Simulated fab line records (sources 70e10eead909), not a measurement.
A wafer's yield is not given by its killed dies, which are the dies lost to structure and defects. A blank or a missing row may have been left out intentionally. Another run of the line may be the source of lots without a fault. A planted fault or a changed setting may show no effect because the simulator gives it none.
8D (eight disciplines) problem report, filled in by code | flow nand-harc | the parts of the form that need people (team, actions taken, sign-off) are left out

1. WHAT WENT WRONG
Wafers without a fault read 100.3 nm, standard deviation 0.59; cd-nm at NHARC_A_CONTACT_CD_MEAS_08 reads a mean of 126.0 nm on 6 wafers belonging to 2 lots. That puts it +44 standard deviations away from the usual mean.
The step: target cd 100 nm.
First seen on wafer L315.4, day 19 17:46, on cd-sem-03. At this step, 39 wafers from 13 lots have a number in the record. By rule, "out" or "out of limits" means more than 4 standard deviations away from the usual mean. Any other wafer with a number is counted as sound.

2. WHAT IT IS AND WHAT IT IS NOT
question                    | is                     | is not
which readings at this step | cd-nm                  | -
which lots                  | L315, L324             | L306, L310, L311, L313, L314, L316, L318, L319, L321, L323, L328
which wafers of those lots  | all that have a number | -
read on which gauges        | cd-sem-03              | cd-sem-01, cd-sem-02
when                        | from day 19 17:46      | up to then (24 sound wafers); but 9 sound wafers of L321, L323, L328 came after

3. SUSPECTS, AND WHAT RULES EACH OUT
Counting: any tool at a process step up to the reading is kept as a suspect provided that every lot that is out went through it and no sound lot did after the first of them.
- ruled out: the gauge at NHARC_A_CONTACT_CD_MEAS_08. All the wafers that are out were read on cd-sem-03, but those of them that NHARC_A_CONTACT_EXPOSE_05 has rows for are out there too, on other tools.
- arfi-scanner-01 at NHARC_A_CONTACT_EXPOSE_05 (exposes mask A CC): kept. It ran every lot that is out, first L315 (day 19 17:38), and no sound lot after that; its last sound lot up to then is L318 (day 19 14:54). On those wafers its own readings are out: exposure-dose-mJ-cm2.
Remaining after the count: arfi-scanner-01 at NHARC_A_CONTACT_EXPOSE_05.

4. THE CAUSE (what the simulator had put in)
Drift in process parameters on arfi-scanner-01 at NHARC_A_CONTACT_EXPOSE_05, starting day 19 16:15. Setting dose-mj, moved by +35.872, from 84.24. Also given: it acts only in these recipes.
Only this tool survived the counting.

5. SEQUENCE OF EFFECTS, ordered by route
One row per reading whose mean, taken over the struck wafers that have a number, lies over 3 standard deviations from the usual. Only readings whose record carries a usual standard deviation are examined. hours: median over the lots of the time between each lot's start at the first step of this table that gives one and its start at this step. sigmas: the change, counted in usual standard deviations.
hours | step                       | reading              | usual    | on struck wafers | change | sigmas
0     | NHARC_A_CONTACT_EXPOSE_05  | exposure-dose-mJ-cm2 | 84.25    | 116.53           | +32.28 | +99 or more
0     | NHARC_A_CONTACT_CD_MEAS_08 | cd-nm                | 100.3 nm | 126.0            | +25.8  | +44
Here are the process steps it includes:
- NHARC_A_CONTACT_EXPOSE_05: exposes mask A CC.

6. HOW IT WOULD HAVE BEEN CAUGHT EARLIER
Counted from the fault's start at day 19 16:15, it took 2 hours until the first out-of-limits reading at a measuring or inspecting step in this record, taken at day 19 17:46.
At NHARC_A_CONTACT_EXPOSE_05, the tool's own readings (exposure-dose-mJ-cm2) were out on each struck wafer the step has a row for, so an alarm limit on them would have fired on the first such wafer.
Lots out: 2; of these, L324 started NHARC_A_CONTACT_EXPOSE_05 on arfi-scanner-01 after day 19 17:46. A tool hold placed at that time would have kept it from harm.
